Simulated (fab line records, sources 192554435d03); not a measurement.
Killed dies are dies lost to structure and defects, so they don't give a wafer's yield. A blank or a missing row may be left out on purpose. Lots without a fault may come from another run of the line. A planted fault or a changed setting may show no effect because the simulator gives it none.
Split-lot experiment | flow n5_finfet | 7 lots, 21 wafers read, on a route of 1938 steps

THE SPLIT
At N5_BEOL_M7_ILD_DEP_00 (deposits SiCOH lowk from DEMS/porogen, target thk 179.75 nm, time 33.4 s), the setting time_s was moved away from the recipe's 33.4 s on 7 of the 21 wafers read, by -7.1% to +11.4%. The other wafers ran this setting at the recipe's value.

FROM THE SPLIT TO THE READING: what the file shows between them, 1 step
- N5_BEOL_M7_CURE_74: cures SiCOH lowk, time 240 s

THE READING
M7_ILD_THK, in nm, at N5_BEOL_M7_THK_MEAS_01. Fault-free wafers of this fab line usually give 155.3 nm, standard deviation 1.6 nm.

wafer  | tool, chamber at the split | time_s as run, s | against the recipe | M7_ILD_THK, nm | against lot-mates on the recipe
L077.1 | pecvd-02, 1                | 33.4             | recipe             | 154.2          | -
L077.2 | pecvd-02, 0                | 31.03            | -7.1%              | 142.8          | -11.4
L077.6 | pecvd-02, 0                | 31.03            | -7.1%              | 144.0          | -10.2
L081.1 | pecvd-04, 1                | 33.4             | recipe             | 153.6          | -
L081.4 | pecvd-04, 1                | 37.21            | +11.4%             | 174.7          | +21.1
L081.6 | pecvd-04, 2                | 37.21            | +11.4%             | 174.0          | +20.4
L080.1 | pecvd-01, 1                | 33.4             | recipe             | 154.1          | -
L080.3 | pecvd-01, 0                | 33.4             | recipe             | 154.1          | -
L080.4 | pecvd-01, 0                | 33.4             | recipe             | 158.2          | -
L086.1 | pecvd-01, 2                | 33.4             | recipe             | 153.4          | -
L086.3 | pecvd-01, 1                | 35.93            | +7.6%              | 164.1          | +9.5
L086.5 | pecvd-01, 2                | 33.4             | recipe             | 155.8          | -
L090.2 | pecvd-02, 2                | 33.4             | recipe             | 154.4          | -
L090.3 | pecvd-02, 2                | 33.4             | recipe             | 157.7          | -
L090.5 | pecvd-02, 0                | 33.4             | recipe             | 155.0          | -
L092.2 | pecvd-02, 0                | 36.21            | +8.4%              | 167.1          | +11.8
L092.4 | pecvd-02, 0                | 33.4             | recipe             | 155.3          | -
L092.6 | pecvd-02, 2                | 36.21            | +8.4%              | 169.8          | +14.5
L096.1 | pecvd-04, 2                | 33.4             | recipe             | 153.9          | -
L096.2 | pecvd-04, 0                | 33.4             | recipe             | 154.9          | -
L096.6 | pecvd-04, 0                | 33.4             | recipe             | 156.5          | -

THE FIT
A straight line over all 21 wafers: M7_ILD_THK changes by +1.61 nm for each +1% of time_s; r = +0.98; the points scatter about the line by 1.5 nm.
The same after taking each lot's own level away (the mean of its wafers on the recipe; 21 wafers): +1.64 nm for each +1%; r = +0.98; scatter 1.6 nm.
On that fit, the largest move of time_s shifts the reading by 19 nm.
The lots' own levels span 153.60 to 155.70 nm, that is 1.3 times the standard deviation above.
So the lot-to-lot level changes the slope little: the two slopes agree.
Check: with one of the wafers moved furthest among these (+11.4%) left out of the fit, the line predicts +18 nm for it against its lot-mates. It came out at +21.1 nm against them.

OTHER SPLITS ON THESE WAFERS
These wafers also went through other splits before the reading. Each is held against what the fit with the lots' levels taken away leaves over:
other split on the same wafers | wafers away from the commonest value | r with M7_ILD_THK (lot level and that fit taken away)
N5_BEOL_M6_ILD_DEP_00 time_s   | 6                                    | +0.04
N5_BEOL_M6_EXPOSE_08 dose_mj   | 8                                    | +0.01

THE WHOLE CHAIN: every reading that the file lists as answering this split, in the file's order
step                   | what it does                                                             | reading                                                                                  | change (the file's fit)              | r (the file's)
N5_BEOL_M7_ILD_DEP_00  | deposits SiCOH lowk from DEMS/porogen, target thk 179.75 nm, time 33.4 s | SiCOH_lowk_of_BEOL_M7_ILD_DEP_00.thk_nm (the simulator's own value, which no gauge read) | +1.86 nm for each +1% of the setting | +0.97
N5_BEOL_M7_CURE_74     | cures SiCOH lowk, time 240 s                                             | SiCOH_lowk_of_BEOL_M7_ILD_DEP_00.thk_nm (the simulator's own value, which no gauge read) | +1.62 nm for each +1% of the setting | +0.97
N5_BEOL_M7_THK_MEAS_01 |                                                                          | M7_ILD_THK                                                                               | +1.61 for each +1% of the setting    | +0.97

THE FILE'S OWN FIT
M7_ILD_THK changes by +1.61 nm for each +1% of time_s, r = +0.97.
